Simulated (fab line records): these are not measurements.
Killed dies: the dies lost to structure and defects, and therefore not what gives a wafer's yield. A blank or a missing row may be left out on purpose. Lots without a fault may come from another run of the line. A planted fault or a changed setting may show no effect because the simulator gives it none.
Comparing a struck lot with a sound one :: flow n5Finfet :: 19 steps out of a route of 1938
Sound: the wafers L922.2, L922.4, L922.6. Wafers struck: L942.1, L942.2, L942.4. The cause comes at the end.
Each step with rows lists, per side, the tool, then ch with its chambers, then its first start. Under that, the readings that differ: sound wafers :: struck wafers :: difference of the means :: sigmas: that difference in standard deviations of wafers without a fault.
alike: readings with means less than 2 such deviations apart, plus words and numbers identical on both sides. not compared: withheld readings, readings lacking a value on some wafer, bounds such as >300 that could conceal the same value, and numbers that have no deviation in the record and whose values overlap.
The two part at a step that has a row with sigmas, a row that says differs or no value, or rows on one side only. Numbers that have no deviation but don't overlap get no sigmas and don't part them. Lack of a reading on every wafer of one side parts them only where that side has two or more wafers.

N5_BEOL_M0_SAQP_HM_DEP_02: deposits TiN, target thk 12 nm.
  struck on pvdSputter-02, day 10 10:15; sound on pvdSputter-03, day 5 12:46
  alike: throttleValvePct
N5_BEOL_M0_SAQP_PECVD_03: deposits SiCN from 3MS/NH3, target thk 12 nm, time 21.1 s.
  sound on pecvd-04 ch 0,1, day 5 12:54; struck on pecvd-01 ch 0,1, day 10 10:22
  alike: showerheadPlenumPTorr, throttleValvePct
N5_BEOL_M0_SAQP_PECVD_96: deposits a-Si from SiH4/He, target thk 45 nm, time 45.2 s.
  sound on pecvd-04 ch 0,1, day 5 12:56; struck on pecvd-01 ch 0,1, day 10 10:25
  alike: heaterPowerW, showerheadPlenumPTorr, throttleValvePct
N5_BEOL_M0_SAQP_PECVD_97: deposits SiNx from SiH4/NH3/N2, target thk 23 nm, time 19.9 s.
  sound on pecvd-04 ch 0,1, day 5 12:59; struck on pecvd-01 ch 0,1, day 10 10:29
  alike: heaterPowerW, showerheadPlenumPTorr, throttleValvePct
then, 1 step without rows for these wafers: N5_BEOL_M0_SAQP_PECVD_04 (deposits a-Si from SiH4/He, target thk 60 nm, time 60.2 s).
N5_BEOL_M0_SAQP_THK_MEAS_05:
  struck on filmMetro-01, day 10 10:40; sound on filmMetro-02, day 5 13:07
  alike: thkNm
N5_BEOL_M0_SAQP_HM_DEP_111: deposits SiO2 from SiH4/N2O, target thk 12 nm, time 7.2 s.
  sound on pecvd-02 ch 2, day 5 13:09; struck on pecvd-04 ch 0,2, day 10 10:43
  alike: heaterPowerW, showerheadPlenumPTorr
then, 5 steps without rows for these wafers: N5_BEOL_M0_SAQP_COAT_81 (time 60 s, resist thk 100 nm); N5_BEOL_M0_SAQP_COAT_82 (time 60 s, resist thk 30 nm); N5_BEOL_M0_SAQP_COAT_08 (resist thk 90 nm); N5_BEOL_M0_SAQP_EBR_10; N5_BEOL_M0_SAQP_SOFTBAKE_09 (time 60 s).
N5_BEOL_M0_SAQP_EXPOSE_11: exposes mask M0 CORE, target cd 42 nm.
  sound on arfiScanner-01 ch 0, day 5 13:22; struck on arfiScanner-02 ch 0, day 10 11:02
reading: model.BEOL_M0_SAQP.overlayXNm (nm)
sound: 0.2 0.2 0.2
struck: 12.6 12.6 12.6
difference: +12.4
sigmas: 
  alike: mask
then, 2 steps without rows for these wafers: N5_BEOL_M0_SAQP_PEB_12 (peb time 60 s); N5_BEOL_M0_SAQP_DEVELOP_13 (develop time 30 s).
N5_BEOL_M0_SAQP_CD_MEAS_14: target cd 42.5 nm.
  sound on cdSem-03 ch 0, day 5 13:29; struck on cdSem-01 ch 0, day 10 11:10
  alike: cdNm
N5_BEOL_M0_SAQP_OVL_MEAS_15:
  sound on overlay-01 ch 0, day 5 13:31; struck on overlay-01 ch 0, day 10 11:11
reading: M0_CORE_OVL (nm)
sound: 0.6 0.4 0.3
struck: 11.6 12.1 12.6
difference: +11.7
sigmas: +15
N5_BEOL_M0_SAQP_INSPECT_16: inspects for defects (brightfield).
  struck on defectInspect-01, day 10 11:13; sound on defectInspect-02, day 5 13:33
  alike: rawDefectCount
-- record jumps: 4 days separate the struck wafers' starts on either side; left off in module BEOL_M0_SAQP, taken up again in module BEOL_M4, whose first shown step is the route's number 1111 --
N5_BEOL_M4_RC_MEAS_101:
  sound on prober-01 ch 0, day 7 19:46; struck on prober-01 ch 0, day 14 08:31
  alike: DIBL_N, DIBL_P, IOFF_N, IOFF_P, ION_N, ION_P, SS_N, SS_P, VT_N, VT_P

== WHERE THEY PART ==
N5_BEOL_M0_SAQP_OVL_MEAS_15 only, going by this record. Later steps at which nothing parts them and some readings are alike: N5_BEOL_M0_SAQP_INSPECT_16, N5_BEOL_M4_RC_MEAS_101.

WHY: what had been put in by the simulator
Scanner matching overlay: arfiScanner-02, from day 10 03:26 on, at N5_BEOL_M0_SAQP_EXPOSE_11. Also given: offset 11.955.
